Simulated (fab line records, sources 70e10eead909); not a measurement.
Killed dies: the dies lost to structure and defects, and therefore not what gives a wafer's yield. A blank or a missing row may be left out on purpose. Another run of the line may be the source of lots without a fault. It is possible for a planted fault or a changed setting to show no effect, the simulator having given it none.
Matching of chambers :: flow nand-harc :: 4 sister chambers for NHARC_A_BONDPAD_STRIP_15 on rie-diel-08
The step strips in O2. 14 wafers are shown with their chamber, then 7 later ones without.

## EACH WAFER AND ITS CHAMBER
wafer: L513.1
chamber: 2
drypump-motor-current-A (A): 5.50
oes-product-au (a.u.): 0.994
rf-vpp-V (V): 57.7

wafer: L513.3
chamber: 3
drypump-motor-current-A (A): 5.58
oes-product-au (a.u.): 0.995
rf-vpp-V (V): 57.8

wafer: L513.6
chamber: 2
drypump-motor-current-A (A): 5.48
oes-product-au (a.u.): 0.988
rf-vpp-V (V): 58.3

wafer: L515.1
chamber: 1
drypump-motor-current-A (A): 5.93
oes-product-au (a.u.): 0.986
rf-vpp-V (V): 57.1

wafer: L515.4
chamber: 3
drypump-motor-current-A (A): 5.59
oes-product-au (a.u.): 0.998
rf-vpp-V (V): 57.1

wafer: L515.5
chamber: 3
drypump-motor-current-A (A): 5.58
oes-product-au (a.u.): 0.984
rf-vpp-V (V): 57.8

wafer: L514.1
chamber: 1
drypump-motor-current-A (A): 5.91
oes-product-au (a.u.): 0.998
rf-vpp-V (V): 57.9

wafer: L514.4
chamber: 0
drypump-motor-current-A (A): 5.96
oes-product-au (a.u.): 1.007
rf-vpp-V (V): 58.7

wafer: L514.5
chamber: 0
drypump-motor-current-A (A): 5.96
oes-product-au (a.u.): 1.001
rf-vpp-V (V): 59.2

wafer: L519.1
chamber: 2
drypump-motor-current-A (A): 5.50
oes-product-au (a.u.): 0.999
rf-vpp-V (V): 55.2

wafer: L519.4
chamber: 1
drypump-motor-current-A (A): 5.95
oes-product-au (a.u.): 0.995
rf-vpp-V (V): 57.2

wafer: L519.6
chamber: 1
drypump-motor-current-A (A): 5.95
oes-product-au (a.u.): 1.004
rf-vpp-V (V): 57.8

wafer: L521.3
chamber: 0
drypump-motor-current-A (A): 5.96
oes-product-au (a.u.): 1.005
rf-vpp-V (V): 58.0

wafer: L521.4
chamber: 2
drypump-motor-current-A (A): 5.50
oes-product-au (a.u.): 0.981
rf-vpp-V (V): 57.7

SIGNATURES, as means of the wafers listed above
reading: drypump-motor-current-A
chamber 0: 5.9600
chamber 1: 5.9350
chamber 2: 5.4950
chamber 3: 5.5833
scatter within a chamber: 0.0121

reading: oes-product-au
chamber 0: 1.00433
chamber 1: 0.99575
chamber 2: 0.99050
chamber 3: 0.99233
scatter within a chamber: 0.00691

reading: rf-vpp-V
chamber 0: 58.633
chamber 1: 57.500
chamber 2: 57.225
chamber 3: 57.567
scatter within a chamber: 0.852
Rule: a wafer's distance from a chamber is the root of the sum, over the readings, of the square of ((its reading less the chamber's mean) divided by the reading's scatter). The wafer belongs to the nearest chamber; if the next one is less than 2 further off, it can't be placed. The scatter: take each reading less its chamber's mean, square it, sum over the shown wafers, divide by the number of wafers less the number of chambers, and take the root.

## WAFERS WHOSE CHAMBER IS MISSING
wafer: L521.6
drypump-motor-current-A (A): 5.92
oes-product-au (a.u.): 0.995
rf-vpp-V (V): 58.3

wafer: L530.2
drypump-motor-current-A (A): 5.51
oes-product-au (a.u.): 0.998
rf-vpp-V (V): 58.2

wafer: L530.3
drypump-motor-current-A (A): 5.92
oes-product-au (a.u.): 1.003
rf-vpp-V (V): 60.1

wafer: L530.6
drypump-motor-current-A (A): 5.97
oes-product-au (a.u.): 1.007
rf-vpp-V (V): 58.3

wafer: L536.2
drypump-motor-current-A (A): 5.58
oes-product-au (a.u.): 1.012
rf-vpp-V (V): 56.7

wafer: L536.4
drypump-motor-current-A (A): 5.95
oes-product-au (a.u.): 0.989
rf-vpp-V (V): 59.0

wafer: L536.5
drypump-motor-current-A (A): 5.60
oes-product-au (a.u.): 1.003
rf-vpp-V (V): 58.6

## WHICH CHAMBER EACH WENT THROUGH
wafer: L521.6
from the rows above: 1
in truth: 1

wafer: L530.2
from the rows above: 2
in truth: 2

wafer: L530.3
from the rows above: can't be placed: 1 or 0
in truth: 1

wafer: L530.6
from the rows above: 0
in truth: 0

wafer: L536.2
from the rows above: 3
in truth: 3

wafer: L536.4
from the rows above: can't be placed: 1 or 0
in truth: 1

wafer: L536.5
from the rows above: 3
in truth: 3
Placed correctly: 5 of 7. Cannot be placed on the basis of these rows: 2; the candidates contain the true chamber in 2. 0 placed wrongly.
